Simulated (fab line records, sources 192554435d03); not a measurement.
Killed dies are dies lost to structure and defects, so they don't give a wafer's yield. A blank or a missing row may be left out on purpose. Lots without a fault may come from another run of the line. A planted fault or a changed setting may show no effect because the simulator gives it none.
Split-lot experiment | flow n5_finfet | 7 lots, 21 wafers read, on a route of 1938 steps

THE SPLIT
At N5_BEOL_M4_COAT_67 (time 60 s, resist thk 60 nm), the setting spin_rpm was moved away from the recipe's 1500 rpm on 7 of the 21 wafers read, by -4.9% to +11.1%. The other wafers ran this setting at the recipe's value.

The reading is taken at the split's own step.

THE READING
SOC_of_BEOL_M4_COAT_67.thk_nm (the simulator's own value, which no gauge read), in nm, at N5_BEOL_M4_COAT_67 (time 60 s, resist thk 60 nm). The file gives no usual value for it. The 14 wafers here that ran the recipe average 60.1 nm, standard deviation 0.27 nm.

wafer  | tool, chamber at the split | spin_rpm as run, rpm | against the recipe | SOC_of_BEOL_M4_COAT_67.thk_nm, nm | against lot-mates on the recipe
L077.1 | litho_track-04, 0          | 1500                 | recipe             | 60                                | -
L077.2 | litho_track-04, 0          | 1667                 | +11.1%             | 57                                | -3.0
L077.4 | litho_track-04, 0          | 1667                 | +11.1%             | 56.8                              | -3.2
L079.2 | litho_track-02, 0          | 1426                 | -4.9%              | 61.4                              | +1.2
L079.3 | litho_track-02, 0          | 1426                 | -4.9%              | 61.6                              | +1.4
L079.4 | litho_track-02, 0          | 1500                 | recipe             | 60.2                              | -
L078.2 | litho_track-04, 0          | 1500                 | recipe             | 59.6                              | -
L078.6 | litho_track-04, 0          | 1500                 | recipe             | 59.6                              | -
L078.3 | litho_track-04, 0          | 1439                 | -4.1%              | 61                                | +1.4
L087.1 | litho_track-02, 0          | 1500                 | recipe             | 60.4                              | -
L087.6 | litho_track-02, 0          | 1500                 | recipe             | 60.4                              | -
L087.2 | litho_track-02, 0          | 1500                 | recipe             | 60.2                              | -
L090.1 | litho_track-03, 0          | 1500                 | recipe             | 60                                | -
L090.5 | litho_track-03, 0          | 1500                 | recipe             | 59.8                              | -
L090.6 | litho_track-03, 0          | 1615                 | +7.7%              | 57.8                              | -2.1
L092.1 | litho_track-04, 0          | 1500                 | recipe             | 60                                | -
L092.6 | litho_track-04, 0          | 1500                 | recipe             | 60                                | -
L092.5 | litho_track-04, 0          | 1567                 | +4.5%              | 58.6                              | -1.4
L095.3 | litho_track-02, 0          | 1500                 | recipe             | 60.4                              | -
L095.4 | litho_track-02, 0          | 1500                 | recipe             | 60.4                              | -
L095.5 | litho_track-02, 0          | 1500                 | recipe             | 60.2                              | -

THE FIT
A straight line over all 21 wafers: SOC_of_BEOL_M4_COAT_67.thk_nm changes by -0.286 nm for each +1% of spin_rpm; r = -0.98; the points scatter about the line by 0.25 nm.
The same after taking each lot's own level away (the mean of its wafers on the recipe; 21 wafers): -0.281 nm for each +1%; r = -1.00; scatter 0.11 nm.
On that fit, the largest move of spin_rpm shifts the reading by 3.1 nm.
The lots' own levels span 59.60 to 60.33 nm, that is 2.7 times the standard deviation above.
So the lot-to-lot level changes the slope little: the two slopes agree.
Check: with one of the wafers moved furthest among these (+11.1%) left out of the fit, the line predicts -3.18 nm for it against its lot-mates. It came out at -3 nm against them.

OTHER SPLITS ON THESE WAFERS
These wafers also went through other splits before the reading. Each is held against what the fit with the lots' levels taken away leaves over:
other split on the same wafers           | wafers away from the commonest value | r with SOC_of_BEOL_M4_COAT_67.thk_nm (lot level and that fit taken away)
N5_MOL_CONTACT_COAG_COAT_103 spin_rpm    | 6                                    | -0.12
N5_MOL_CONTACT_COAG_ALD_27 time_s        | 11                                   | +0.17
N5_MOL_CONTACT_COAG_CVD_140 target_thk_a | 13                                   | -0.19
N5_BEOL_M0_ETCH_138 source_w             | 6                                    | -0.18
N5_BEOL_M0_ETCH_109 bias_w               | 7                                    | +0.44
N5_BEOL_M1_VIA_ETCH_34 bias_w            | 8                                    | -0.17
N5_BEOL_M1_TRENCH_ETCH_37 bias_w         | 11                                   | -0.11
N5_BEOL_M2_COAT_05 spin_rpm              | 9                                    | +0.31
N5_BEOL_M2_ETCH_64 source_w              | 6                                    | +0.15

THE FILE'S OWN FIT
SOC_of_BEOL_M4_COAT_67.thk_nm changes by -0.283 nm for each +1% of spin_rpm, r = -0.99.
